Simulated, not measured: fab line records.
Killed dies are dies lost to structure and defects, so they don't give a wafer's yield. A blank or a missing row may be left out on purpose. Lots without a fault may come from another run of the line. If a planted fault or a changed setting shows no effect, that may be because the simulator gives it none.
A single fault, viewed from 2 desks	flow n5-finfet	each desk has only its own numbers; what lay behind them comes last

## FROM THE METROLOGY DESK
Means of the sampled wafers that have a number, per lot and without regard to the tool the lot ran on: this is what the gauges read. Any lot whose mean is over 4 standard deviations away from the usual mean is out of limits and marked OUT; that distance is given in the brackets. It has 10 readings; the 7 that lie furthest out on some lot are the ones shown.
Columns: A = DIBL_N at N5_BEOL_M4_RC_MEAS_101, usual 36.0 mV/V; B = DIBL_P at N5_BEOL_M4_RC_MEAS_101, usual 36.3 mV/V; C = IOFF_N at N5_BEOL_M4_RC_MEAS_101, usual 0.16 nA/um; D = IOFF_P at N5_BEOL_M4_RC_MEAS_101, usual 0.21 nA/um; E = SS_N at N5_BEOL_M4_RC_MEAS_101, usual 71.4 mV/dec; F = VT_N at N5_BEOL_M4_RC_MEAS_101, usual 250 mV; G = VT_P at N5_BEOL_M4_RC_MEAS_101, usual -250.9 mV
lot	first seen here	A	B	C	D	E	F	G
L787	day 7 15:56	39.1	38.5	0.22	0.28	71.8	246	-244.6
L788	day 8 20:15	36.9	37.8	0.19	0.25	72.5	247	-249.0
L789	day 8 23:30	36.9	38.3	0.19	0.23	71.3	248	-247.7
L790	day 9 03:07	33.7	32.4	0.14	0.19	71.1	249	-249.3
L792	day 10 02:00	34.2	34.7	0.12	0.17	71.0	254	-253.8
L795	day 10 05:17	38.5	40.7	0.21	0.24	71.4	244	-251.3
L800	day 11 10:07	34.7	34.2	0.14	0.19	70.9	251	-250.2
L801	day 11 10:08	35.4	34.7	0.16	0.22	71.5	249	-248.6
L807	day 12 22:59	35.5	35.1	0.14	0.19	71.1	253	-251.4
L808	day 14 04:22	36.0	34.9	0.14	0.20	71.1	248	-252.1
L810	day 14 06:26	38.1	37.2	0.17	0.22	71.9	249	-250.7
This desk's verdict: no lot among the 11 shows anything out of limits.

## AT THE TOOL OWNER'S DESK: cmp-04
The tool's own readings at N5_BEOL_M1_CMP_52 (polishes, stops on SiOC, t overpolish 6.8 s, target thk 40 nm): means of the sampled wafers that have a number, for each lot that ran on this tool. Any lot whose mean is over 4 standard deviations away from the usual mean is out of limits and marked OUT; that distance is given in the brackets.
Columns: A = barrier-field-endpoint-s at N5_BEOL_M1_CMP_52, usual 24.4 s; B = head-pressure-psi at N5_BEOL_M1_CMP_52, usual 1.0000 psi; C = motor-current-A at N5_BEOL_M1_CMP_52, usual 6.2 A; D = overpolish-run-s at N5_BEOL_M1_CMP_52, usual 6.799 s; E = platen-rpm at N5_BEOL_M1_CMP_52, usual 50.00 rpm; F = slurry-filter-dp-kPa at N5_BEOL_M1_CMP_52, usual 13.52 kPa; G = time-to-endpoint-s at N5_BEOL_M1_CMP_52, usual 62 s
lot	first seen here	A	B	C	D	E	F	G
L788	day 6 21:19	24.3	1.0019	6.3	6.795	49.99	13.39	62
L795	day 8 13:50	27.7 (+5.2) OUT	0.9259 (-32) OUT	6.0	6.803	49.96	13.51	65
Finding of this desk: L795 out of limits; the first was L795 at day 8 13:50, on barrier-field-endpoint-s at N5_BEOL_M1_CMP_52. Within limits: L788.

## TAKEN TOGETHER
An alarm could have come from the tool owner's desk at day 8 13:50, on L795.
At the metrology desk, nothing out of limits was observed.
The metrology desk has L795 on record, within its limits.
Every lot named ran N5_BEOL_M1_CMP_52 on cmp-04.

## WHAT THE SIMULATOR HAD INSERTED
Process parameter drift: cmp-04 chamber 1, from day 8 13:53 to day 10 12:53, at N5_BEOL_M1_CMP_52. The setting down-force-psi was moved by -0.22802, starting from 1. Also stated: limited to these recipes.
Struck lots among those shown: L795.
